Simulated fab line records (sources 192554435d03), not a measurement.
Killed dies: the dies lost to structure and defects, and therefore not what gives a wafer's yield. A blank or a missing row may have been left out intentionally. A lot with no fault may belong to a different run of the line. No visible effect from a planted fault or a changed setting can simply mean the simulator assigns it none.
Matching of chambers	flow n5Finfet	4 sister chambers for N5_SDB_ALD_29 on aldSin-01
The step deposits SiNx, target thk 30 nm, pulse time 1 s, ald cycles 600. 8 wafers are shown with their chamber, then 7 later ones without.

== WAFERS, EACH WITH ITS CHAMBER ==
wafer	chamber	heaterPowerW (W)	precursorPulseHeightRel
L076.4	0	943	0.987
L080.4	3	926	0.996
L080.5	2	712	1.012
L088.1	1	822	1.039
L088.3	0	958	0.986
L088.4	3	947	1.004
L091.1	2	718	0.990
L091.3	1	823	1.022

== WAFERS WITH NO CHAMBER GIVEN ==
wafer	heaterPowerW (W)	precursorPulseHeightRel
L091.6	985	1.013
L095.2	925	1.042
L095.4	702	0.984
L095.5	790	1.014
L097.2	939	0.987
L097.3	691	1.017
L097.5	795	0.999

== EACH ONE'S CHAMBER ==
wafer	from the rows above	in truth
L091.6	can't be placed: 0 or 3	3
L095.2	can't be placed: 3 or 0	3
L095.4	2	2
L095.5	1	1
L097.2	can't be placed: 0 or 3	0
L097.3	2	2
L097.5	1	1
4 of 7 placed correctly. Cannot be placed on the basis of these rows: 3; the candidates contain the true chamber in 3. Number placed wrongly: 0.
How it was worked out, from the rows above alone: a wafer's distance from a chamber is the root of the sum, over the readings, of the square of ((its reading less the chamber's mean) divided by the reading's scatter). The wafer belongs to the nearest chamber; if the next one is less than 2 further off, it can't be placed. For every chamber, the mean is computed from those of its wafers that are shown. How the scatter is found: for the shown wafers, subtract from each reading the mean of its chamber, square and add these, divide the total by (wafers less chambers), then take the root.
